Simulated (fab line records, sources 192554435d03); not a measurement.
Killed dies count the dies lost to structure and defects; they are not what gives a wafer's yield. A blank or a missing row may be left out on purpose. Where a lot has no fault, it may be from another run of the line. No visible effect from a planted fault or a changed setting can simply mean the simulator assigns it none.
fab line records	flow n5-finfet
record lots=7	wafers=39
route steps=1938 shown BEOL_M9@1419 BEOL_M13@1694 BEOL_M15@1808
start-h: the number of hours between the record's first day and the start of the first shown wafer of the lot	wait-h: hours since the lot's step before	" identical to the entry in the row above	L1.1+2: several wafers, shown together as one row	- value missing, or start not given	* or withheld: withheld	< > ~ a bound
route shown NAME@n: a module of which the file shows steps, and the number in the route of the first	usual: the fault-free wafers' mean and standard deviation	same: alike in all rows	chamber/n: place in a boat	sites: the reading at each site	_std_site: standard deviation of those values	_edge_site: mean of outer sites minus mean of inner sites	radius-mm: how far each site lies from the wafer's centre	mask NAME#n: copy n	behind: the most recent tool/chamber to have shaped the wafer	hold: why the lot was held/for how many hours/how that ended	device: transistor that didn't switch, given as n, p or np	end of line: tests run on the same wafers once the route is complete	a step with no rows: only its recipe	killed: count of dies lost to structure and defects at first sort (not the wafer's yield)	map: the dies of a wafer, with x for killed, . for not killed, _ for no die there
set.NAME: setting as actually run; set.NAME@STEP: the setting as run at that earlier step	model.NAME: the simulator's own value behind a step, which no gauge read
lots run with intentionally changed settings; tables by step, rows by wafer
## steps
# step N5_BEOL_M9_ETCH_62
# recipe chemistry=N2/H2	target=SOC	target-depth-a=1100	overetch-a=220	mask-material=SiARC	temp-c=40	time-s=165	ion-energy-ev=200	pressure-mtorr=30	source-w=840	bias-w=150	n2-flow-sccm=200	h2-flow-sccm=200
lot.wafer	tool	chamber	start-h	wait-h	set.time-s	model.etch.depth-nm	model.SiARC_of_BEOL_M9_COAT_60.thk-nm
L076.1	rie-diel-01	0	210.44	0.0	165	100.6	23.4
L076.2	"	3	"	"	218.9	100.3	21
L076.3	"	1	"	"	165	100.4	23.4
L076.4	"	2	"	"	165	100.5	23
L076.5	"	1	"	"	218.9	100.6	21.2
L076.6	"	2	"	"	218.9	100.5	20.8
L075.1	rie-diel-01	2	227.09	0.0	115	94.07	25.4
L075.2	"	0	"	"	115	92.8	25.6
L075.3	"	1	"	"	165	99.62	23.4
L075.4	"	3	"	"	165	99.95	23.2
L075.5	"	3	"	"	165	99.5	23.2
L075.6	"	0	"	"	115	92.91	25.4
L082.1	rie-diel-03	3	251.41	0.0	165	100	23.4
L082.2	"	0	"	"	246.7	100	20.4
L082.3	"	2	"	"	165	100.3	24
L082.4	"	3	"	"	246.7	100.1	20.2
L082.5	"	2	"	"	246.7	100.2	20.8
L082.6	"	0	"	"	165	100.1	23.6
L085.1	rie-diel-01	1	277.72	0.0	165	100.6	23.4
L085.2	"	0	"	"	104.7	84.36	26
L085.3	"	3	"	"	104.7	86.88	25.6
L085.4	"	2	"	"	104.7	86.28	25.8
L085.5	"	2	"	"	165	100.3	23.2
L085.6	"	1	"	"	165	100.4	23.4
L086.1	rie-diel-01	3	290.60	0.0	165	100.2	23.6
L086.2	"	0	"	"	165	100.5	23.8
L086.3	"	2	"	"	165	100.4	23.4
L086.4	"	1	"	"	165	100.4	23.6
L086.5	"	3	"	"	165	100.5	23.6
L086.6	"	2	"	"	165	100.3	23.4
L091.1	rie-diel-03	1	311.06	0.0	165	100.4	23.4
L091.4	"	3	"	"	165	100.8	23.6
L091.5	"	2	"	"	165	100.6	24
L094.1	rie-diel-06	0	323.09	0.0	165	100.3	23.8
L094.2	"	1	"	"	237	100.1	21
L094.3	"	2	"	"	165	99.88	23.6
L094.4	"	3	"	"	237	100.4	20.6
L094.5	"	2	"	"	237	100.3	20.6
L094.6	"	1	"	"	165	100.4	23.6
# step N5_BEOL_M9_STRIP_68
# recipe chemistry=N2/H2	temp-c=40	n2-flow-sccm=200	h2-flow-sccm=200	rf-frequency-hz=6e+07
# step N5_BEOL_M9_STRIP_67
# recipe chemistry=CF4	resist=SiARC	power-w=300	bias-power-w=75	pressure-mtorr=50	cf4-flow-sccm=150	rf-frequency-hz=6e+07
# step N5_BEOL_M9_HM_OPEN_17
# recipe chemistry=Cl2/BCl3	target-depth-a=200	overetch-a=60	target=TiN	mask-material=SOC	ion-energy-ev=150	pressure-mtorr=10	icp-w=1000	bias-w=126	Cl2_flow_sccm=53.25	bcl3-flow-sccm=21.75	Ar_flow_sccm=25
# step N5_BEOL_M9_STRIP_19
# recipe chemistry=O2	power-w=400	temp-c=40	pressure-mtorr=30	rf-frequency-hz=6e+07	bias-power-w=0	overash-fraction=0.2	o2-flow-sccm=225
# step N5_BEOL_M9_CD_MEAS_18
# recipe pitch-nm=140	target-cd-nm=70
# usual cd-nm=70.1/0.77
lot.wafer	tool	chamber	start-h	wait-h	set.time-s@BEOL_M9_ETCH_62	cd-nm
L076.1	cd-sem-03	-	210.81	0.0	165	69.8
L076.2	"	-	"	"	218.9	71.6
L076.3	"	-	"	"	165	70.2
L076.4	"	-	"	"	165	69.7
L076.5	"	-	"	"	218.9	71.4
L076.6	"	-	"	"	218.9	71.2
L075.1	cd-sem-03	-	227.56	0.0	115	-
L075.2	"	-	"	"	115	-
L075.3	"	-	"	"	165	70.0
L075.4	"	-	"	"	165	71.3
L075.5	"	-	"	"	165	70.5
L075.6	"	-	"	"	115	-
L082.1	cd-sem-01	-	251.82	0.0	165	71.1
L082.2	"	-	"	"	246.7	73.1
L082.3	"	-	"	"	165	71.4
L082.4	"	-	"	"	246.7	72.4
L082.5	"	-	"	"	246.7	73.4
L082.6	"	-	"	"	165	71.5
L085.1	cd-sem-03	-	278.14	0.0	165	69.2
L085.2	"	-	"	"	104.7	-
L085.3	"	-	"	"	104.7	-
L085.4	"	-	"	"	104.7	-
L085.5	"	-	"	"	165	69.5
L085.6	"	-	"	"	165	69.6
L086.1	cd-sem-03	-	292.51	0.0	165	70.1
L086.2	"	-	"	"	165	70.3
L086.3	"	-	"	"	165	69.7
L086.4	"	-	"	"	165	69.9
L086.5	"	-	"	"	165	70.2
L086.6	"	-	"	"	165	70.2
L091.1	cd-sem-02	-	311.42	0.0	165	70.0
L091.4	"	-	"	"	165	70.0
L091.5	"	-	"	"	165	70.6
L094.1	cd-sem-03	-	323.46	0.0	165	69.6
L094.2	"	-	"	"	237	70.9
L094.3	"	-	"	"	165	69.3
L094.4	"	-	"	"	237	71.2
L094.5	"	-	"	"	237	71.4
L094.6	"	-	"	"	165	69.3
# step N5_BEOL_M9_COAT_63
# recipe resist=SOC	temp-c=250	time-s=60	spin-rpm=1500	resist-thk-nm=60
# step N5_BEOL_M9_COAT_64
# recipe resist=SiARC	temp-c=220	time-s=60	spin-rpm=1500	resist-thk-nm=12
# step N5_BEOL_M9_PRECLEAN_42
# recipe chemistry=residue-remover	time-s=60	temp-c=40
# step N5_BEOL_M9_SRD_43
# recipe time-s=30	temp-c=23	rinse-liquid=diw	dry=ipa-marangoni
# step N5_BEOL_M9_CD_MEAS_35
# recipe target-cd-nm=70	target-cd-y-nm=40	polarity=opening
# usual cd-nm=70.1/0.83
lot.wafer	tool	chamber	start-h	wait-h	set.time-s@BEOL_M9_ETCH_62	cd-nm
L076.1	cd-sem-02	-	211.84	0.0	165	69.8
L076.2	"	-	"	"	218.9	71.8
L076.3	"	-	"	"	165	70.2
L076.4	"	-	"	"	165	69.8
L076.5	"	-	"	"	218.9	71.7
L076.6	"	-	"	"	218.9	70.7
L075.1	cd-sem-01	-	229.17	0.0	115	-
L075.2	"	-	"	"	115	-
L075.3	"	-	"	"	165	70.6
L075.4	"	-	"	"	165	70.9
L075.5	"	-	"	"	165	70.2
L075.6	"	-	"	"	115	-
L082.1	cd-sem-01	-	255.17	0.0	165	70.5
L082.2	"	-	"	"	246.7	73.3
L082.3	"	-	"	"	165	71.2
L082.4	"	-	"	"	246.7	72.1
L082.5	"	-	"	"	246.7	73.2
L082.6	"	-	"	"	165	71.6
L085.1	cd-sem-02	-	279.24	0.0	165	69.8
L085.2	"	-	"	"	104.7	-
L085.3	"	-	"	"	104.7	-
L085.4	"	-	"	"	104.7	-
L085.5	"	-	"	"	165	69.6
L085.6	"	-	"	"	165	70.0
L086.1	cd-sem-02	-	295.83	0.0	165	69.9
L086.2	"	-	"	"	165	70.5
L086.3	"	-	"	"	165	69.6
L086.4	"	-	"	"	165	69.8
L086.5	"	-	"	"	165	70.6
L086.6	"	-	"	"	165	70.3
L091.1	cd-sem-01	-	313.49	0.0	165	70.4
L091.4	"	-	"	"	165	70.2
L091.5	"	-	"	"	165	70.6
L094.1	cd-sem-01	-	325.84	0.0	165	69.2
L094.2	"	-	"	"	237	70.3
L094.3	"	-	"	"	165	68.6
L094.4	"	-	"	"	237	70.9
L094.5	"	-	"	"	237	71.5
L094.6	"	-	"	"	165	68.8
# step N5_BEOL_M13_ETCH_68
# recipe chemistry=N2/H2	target=SOC	mask-material=SiARC	source-w=3000	bias-w=350	temp-c=40	time-s=355	ion-energy-ev=200	pressure-mtorr=30	n2-flow-sccm=200	h2-flow-sccm=200
lot.wafer	tool	chamber	start-h	wait-h	set.time-s	model.SiARC_of_BEOL_M13_COAT_66.thk-nm
L076.1	rie-diel-03	2	242.78	0.1	470.3	67.6
L076.2	"	3	"	"	470.3	67.4
L076.3	"	0	"	"	355	76.8
L076.4	"	3	"	"	355	77.8
L076.5	"	0	"	"	470.3	65.4
L076.6	"	2	"	"	355	78.2
L075.1	rie-diel-06	0	255.70	0.1	273.2	84.8
L075.2	"	1	"	"	273.2	85.2
L075.3	"	3	"	"	355	77
L075.4	"	2	"	"	273.2	84.4
L075.5	"	0	"	"	355	77.2
L075.6	"	3	"	"	355	76.6
L082.1	rie-diel-03	2	286.18	0.1	355	78.4
L082.2	"	1	"	"	355	77.4
L082.3	"	0	"	"	163.8	95
L082.4	"	3	"	"	355	78
L082.5	"	0	"	"	163.8	94.8
L082.6	"	1	"	"	163.8	95.2
L085.1	rie-diel-06	1	307.17	0.1	533.9	62
L085.2+6	"	0	"	"	533.9	60.8
L085.3	"	2	"	"	355	76.2
L085.4	"	3	"	"	355	76.4
L085.5	"	1	"	"	355	77.2
L086.1	rie-diel-03	0	322.76	0.1	258	85.8
L086.2+6	"	1	"	"	355	77.4
L086.3	"	3	"	"	258	86.8
L086.4	"	2	"	"	355	78.2
L086.5	"	0	"	"	258	86.2
L091.1	rie-diel-01	2	340.02	0.1	355	78.4
L091.4	"	0	"	"	355	77.6
L091.5	"	0	"	"	355	78
L094.1+5	rie-diel-06	2	354.48	0.1	355	77.4
L094.2+4	"	0,3	"	"	355	78
L094.3	"	3	"	"	355	77.2
L094.6	"	0	"	"	355	77.6
# step N5_BEOL_M15_ETCH_61
# recipe chemistry=N2/H2	target=BARC	target-depth-a=890	overetch-a=267	time-s=67.9	ion-energy-ev=200	pressure-mtorr=30	source-w=840	bias-w=150	n2-flow-sccm=200	h2-flow-sccm=200
lot.wafer	tool	chamber	start-h	wait-h	set.time-s	model.coat_of_BEOL_M15_COAT_22.thk-nm	model.BEOL_M15.cd-nm
L076.1	rie-diel-06	1	251.38	0.0	67.9	718.4	398
L076.2	"	0	"	"	67.9	716.2	399.2
L076.3	"	3	"	"	67.9	718.2	399.8
L076.4	"	3	"	"	67.9	719.4	397.6
L076.5	"	1	"	"	67.9	718.8	400
L076.6	"	0	"	"	67.9	719.6	398.8
L075.1	rie-diel-03	2	268.97	0.0	67.9	717.6	396.4
L075.2	"	3	"	"	97.73	694.2	403
L075.3	"	1	"	"	97.73	690.6	401.8
L075.4	"	0	"	"	67.9	722.4	396.4
L075.5	"	3	"	"	67.9	721	396
L075.6	"	0	"	"	97.73	692	402.4
L082.1	rie-diel-03	3	296.38	0.0	67.9	720.6	399.6
L082.2	"	0	"	"	79.35	708	400.4
L082.3	"	2	"	"	79.35	713.2	399.4
L082.4	"	1	"	"	79.35	707.6	398.8
L082.5	"	3	"	"	67.9	719.8	397
L082.6	"	2	"	"	67.9	720.6	398.2
L085.1	rie-diel-01	0	317.26	0.0	67.9	717.2	398
L085.2	"	3	"	"	67.9	713	400.4
L085.3	"	1	"	"	89.85	693.8	403
L085.4	"	2	"	"	67.9	715.2	399.8
L085.5	"	0	"	"	89.85	694.2	401
L085.6	"	3	"	"	89.85	692	402.2
L086.1	rie-diel-03	3	332.36	0.0	67.9	718.2	399
L086.2	"	0	"	"	51.58	734	396
L086.3	"	1	"	"	51.58	733.2	395.8
L086.4	"	2	"	"	51.58	735	397
L086.5	"	3	"	"	67.9	717.4	398.8
L086.6	"	0	"	"	67.9	718.6	401.2
L091.1	rie-diel-01	1	349.02	0.0	67.9	716	397.6
L091.4	"	3	"	"	67.9	715.4	398.2
L091.5	"	1	"	"	67.9	716.4	398.8
L094.1	rie-diel-03	0	366.09	0.0	67.9	721.6	397.4
L094.2	"	3	"	"	87.63	699.6	402
L094.3	"	1	"	"	87.63	701.6	400.8
L094.4	"	2	"	"	67.9	722.2	398
L094.5	"	0	"	"	67.9	719.4	396.6
L094.6	"	1	"	"	87.63	700.4	402.4
## key
split step=N5_BEOL_M9_ETCH_62	setting=time-s	stated=165	by=wafer
response step=N5_BEOL_M9_ETCH_62	reading=model.etch.depth-nm	shape=bent	at-lowest=85.84	at-stated=100.3	at-highest=100.1
response step=N5_BEOL_M9_ETCH_62	reading=model.SiARC_of_BEOL_M9_COAT_60.thk-nm	change=-0.0674	per=1%	r=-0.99
response step=N5_BEOL_M9_CD_MEAS_18	reading=cd-nm	change=+0.0387	per=1%	r=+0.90
response step=N5_BEOL_M9_CD_MEAS_35	reading=cd-nm	change=+0.0417	per=1%	r=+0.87
split step=N5_BEOL_M13_ETCH_68	setting=time-s	stated=355	by=wafer
response step=N5_BEOL_M13_ETCH_68	reading=model.SiARC_of_BEOL_M13_COAT_66.thk-nm	change=-0.317	per=1%	r=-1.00
split step=N5_BEOL_M15_ETCH_61	setting=time-s	stated=67.9	by=wafer
response step=N5_BEOL_M15_ETCH_61	reading=model.coat_of_BEOL_M15_COAT_22.thk-nm	change=-0.662	per=1%	r=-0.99
response step=N5_BEOL_M15_ETCH_61	reading=model.BEOL_M15.cd-nm	change=+0.125	per=1%	r=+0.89
